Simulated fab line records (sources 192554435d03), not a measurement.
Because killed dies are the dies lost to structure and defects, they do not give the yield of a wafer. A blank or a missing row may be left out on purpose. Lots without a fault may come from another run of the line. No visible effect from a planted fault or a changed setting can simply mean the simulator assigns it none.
Which tool is to blame? ; flow n5Finfet ; 11 lots with 33 wafers sampled at 5 steps, on a route of 1938 steps

## WHAT THE GAUGES READ, wafer by wafer
N5_BEOL_M2_INSPECT_59: inspects for defects (darkfield).
lot;measured;on;rawDefectCount
L503;day 8 02:01;defectInspect-01;55 45 52
L510;day 9 12:46;defectInspect-02;74 73 80
L509;day 9 16:42;defectInspect-01;91 54 88
L512;day 10 01:13;defectInspect-01;52 66 89
L513;day 10 05:46;defectInspect-01;82 94 61
L517;day 11 11:20;defectInspect-01;104 95 73
L515;day 11 12:52;defectInspect-02;66 60 61
L518;day 11 13:08;defectInspect-02;61 56 68
L520;day 12 01:48;defectInspect-02;70 98 76
L521;day 12 13:50;defectInspect-02;87 61 113
L523;day 13 00:55;defectInspect-01;71 55 79

N5_BEOL_M3_CD_MEAS_11: target cd 17.05 nm.
lot;measured;on;cdNm (nm)
L503;day 8 03:18;cdSem-02;17.09 16.98 17.04
L510;day 9 13:22;cdSem-01;16.83 17.06 16.90
L509;day 9 18:53;cdSem-02;17.19 17.03 17.15
L512;day 10 05:22;cdSem-03;16.92 16.94 17.13
L513;day 10 06:22;cdSem-03;17.35 17.02 16.88
L517;day 11 12:58;cdSem-03;17.05 16.95 17.14
L515;day 11 14:10;cdSem-03;17.28 17.15 17.17
L518;day 11 16:08;cdSem-03;16.62 16.93 16.58
L520;day 12 03:53;cdSem-02;17.17 17.24 17.08
L521;day 12 15:15;cdSem-02;17.10 16.74 16.85
L523;day 13 02:16;cdSem-02;17.11 16.85 17.04

N5_BEOL_M4_RC_MEAS_101.
lot;measured;on;DIBL_N (mV/V);DIBL_P (mV/V);IOFF_N (nA/um);IOFF_P (nA/um);ION_N (uA/um);ION_P (uA/um);SS_N (mV/dec);SS_P (mV/dec);VT_N (mV);VT_P (mV)
L503;day 9 04:06;prober-02;35.5 36.6 34.2;37.1 38.6 34.9;0.148 0.168 0.125;0.205 0.224 0.172;671 675 659;465 460 456;71.2 71.8 70.9;73.5 73.5 72.6;253.1 249.6 253.6;-252 -252 -254
L510;day 10 21:46;prober-02;37.1 37.1 36.8;37.8 37.8 37.4;0.162 0.166 0.162;0.220 0.226 0.211;679 674 685;462 471 466;72.3 71.2 71.0;73.8 73.8 73.7;251.9 248.4 249.9;-250 -250 -251
L509;day 11 00:24;prober-02;38.6 36.2 37.8;37.9 34.9 37.6;0.185 0.140 0.179;0.256 0.201 0.246;682 674 683;467 464 475;72.0 71.2 71.0;74.1 73.1 73.8;248.0 251.5 251.6;-250 -250 -249
L512;day 11 08:19;prober-02;35.3 36.1 35.1;34.8 35.7 34.3;0.152 0.169 0.143;0.225 0.241 0.211;682 677 679;475 469 467;71.4 71.4 71.5;72.7 73.3 72.6;248.2 247.0 249.3;-247 -247 -250
L513;day 11 06:36;prober-01;34.8 35.3 36.8;35.5 36.7 38.5;0.147 0.165 0.186;0.234 0.258 0.295;664 683 668;466 474 473;71.8 72.0 73.2;73.1 73.3 73.8;249.3 247.6 245.2;-247 -245 -242
L517;day 12 07:55;prober-02;37.0 37.5 37.3;38.0 37.7 37.9;0.185 0.187 0.180;0.256 0.247 0.249;686 677 680;470 460 467;71.1 72.3 71.8;73.8 73.7 73.4;248.4 250.2 248.8;-249 -247 -246
L515;day 12 15:24;prober-01;38.6 38.1 38.4;37.1 36.5 36.5;0.181 0.173 0.177;0.226 0.205 0.205;682 678 665;462 456 450;72.3 72.3 71.2;73.7 73.7 73.2;246.5 248.6 249.0;-251 -253 -254
L518;day 12 19:00;prober-01;37.9 38.4 39.1;38.8 39.5 39.8;0.177 0.187 0.197;0.227 0.243 0.247;684 682 685;464 465 468;71.6 71.8 71.8;73.8 74.3 74.1;247.7 247.3 247.4;-250 -249 -246
L520;day 13 02:41;prober-02;38.5 38.7 38.1;38.0 37.9 37.6;0.175 0.184 0.174;0.240 0.244 0.248;681 666 685;464 460 471;71.3 71.4 71.4;74.3 74.3 74.0;250.5 248.6 247.6;-247 -248 -247
L521;day 13 10:22;prober-01;35.9 34.6 36.0;37.2 35.2 37.6;0.158 0.136 0.166;0.203 0.166 0.203;675 668 682;467 458 463;71.4 70.9 71.8;73.2 73.3 73.5;251.6 251.9 249.8;-253 -258 -252
L523;day 14 04:43;prober-02;36.6 37.2 34.9;35.7 36.7 33.8;0.149 0.164 0.132;0.218 0.243 0.196;661 665 667;460 458 467;71.8 72.8 71.7;73.4 73.9 72.7;251.6 250.0 254.0;-250 -248 -251

## WHAT TOOL EACH LOT RAN ON (gives the tool, then ch and the chambers of the sampled wafers, and finally the start)
lot;N5_BEOL_M2_CO_CAP_55;N5_BEOL_M3_COAT_05
L503;cvdCo-02 ch 0,1,2, day 8 01:50;lithoTrack-05 ch 0, day 8 03:02
L510;cvdCo-01 ch 0,1,2, day 9 12:31;lithoTrack-05 ch 0, day 9 13:06
L509;cvdCo-02 ch 0,1,2, day 9 16:29;lithoTrack-05 ch 0, day 9 18:31
L512;cvdCo-01 ch 1,2, day 10 01:01;lithoTrack-01 ch 0, day 10 04:59
L513;cvdCo-02 ch 0,2, day 10 05:33;lithoTrack-01 ch 0, day 10 06:07
L517;cvdCo-02 ch 0,1,2, day 11 11:07;lithoTrack-03 ch 0, day 11 12:43
L515;cvdCo-02 ch 0,1,2, day 11 12:39;lithoTrack-03 ch 0, day 11 13:55
L518;cvdCo-02 ch 0,1,2, day 11 12:55;lithoTrack-01 ch 0, day 11 15:51
L520;cvdCo-02 ch 1,2, day 12 01:36;lithoTrack-03 ch 0, day 12 03:38
L521;cvdCo-01 ch 0,1,2, day 12 13:38;lithoTrack-05 ch 0, day 12 14:52
L523;cvdCo-01 ch 0,1,2, day 13 00:43;lithoTrack-01 ch 0, day 13 01:53
- N5_BEOL_M2_CO_CAP_55: material Co, precursor CCTBA/H2, target thk 2 nm, time 102.1 s.
- N5_BEOL_M3_COAT_05: resist thk 30 nm.

## WHAT THE TOOLS THEMSELVES READ (means of the sampled wafers that have a number; where no wafer has one, the mark that the record gives instead)
N5_BEOL_M2_CO_CAP_55.
lot;tool;heaterPowerW (W)
L503;cvdCo-02;239
L510;cvdCo-01;238
L509;cvdCo-02;245
L512;cvdCo-01;250
L513;cvdCo-02;246
L517;cvdCo-02;243
L515;cvdCo-02;248
L518;cvdCo-02;242
L520;cvdCo-02;248
L521;cvdCo-01;238
L523;cvdCo-01;239

N5_BEOL_M3_COAT_05.
lot;tool;spinSpeedRpm (rpm)
L503;lithoTrack-05;1499.0
L510;lithoTrack-05;1446.0
L509;lithoTrack-05;1447.8
L512;lithoTrack-01;1501.1
L513;lithoTrack-01;1498.9
L517;lithoTrack-03;1499.8
L515;lithoTrack-03;1500.3
L518;lithoTrack-01;1500.4
L520;lithoTrack-03;1499.9
L521;lithoTrack-05;1499.9
L523;lithoTrack-01;1499.8

## THE ANSWER, worked out from the rows above alone
Rule: usual is defined by the lots themselves. The widest of any qualifying gaps counts: lots, ordered by their means at a reading, are off when they make up no more than a third of the lots, leave a main group of 4 or more, and stand apart from it by 3 or more times the standard deviation of that group's means. Not used: any main group whose means are identical at the precision the tables above print for the reading. Also off: a lot with no number at a reading for which 4 or more lots have one. The other lots that the step has rows for count as sound. The gauges are gone through in route order, then the tools' own readings, and for those a lot's mean is taken as printed above. The first step at which some lot is off is used, and at that step the reading that is off furthest; a lot without a number counts as furthest.
Off at N5_BEOL_M3_COAT_05 (spinSpeedRpm): L510, L509. The main group: mean 1499.9 rpm, standard deviation 0.64.
If a tool, at that step or one of the process steps before it, ran each lot that is off and ran no sound lot following the first of them, it fits. Not one of the candidates tried fits.

## WHAT THE SIMULATOR PUT IN
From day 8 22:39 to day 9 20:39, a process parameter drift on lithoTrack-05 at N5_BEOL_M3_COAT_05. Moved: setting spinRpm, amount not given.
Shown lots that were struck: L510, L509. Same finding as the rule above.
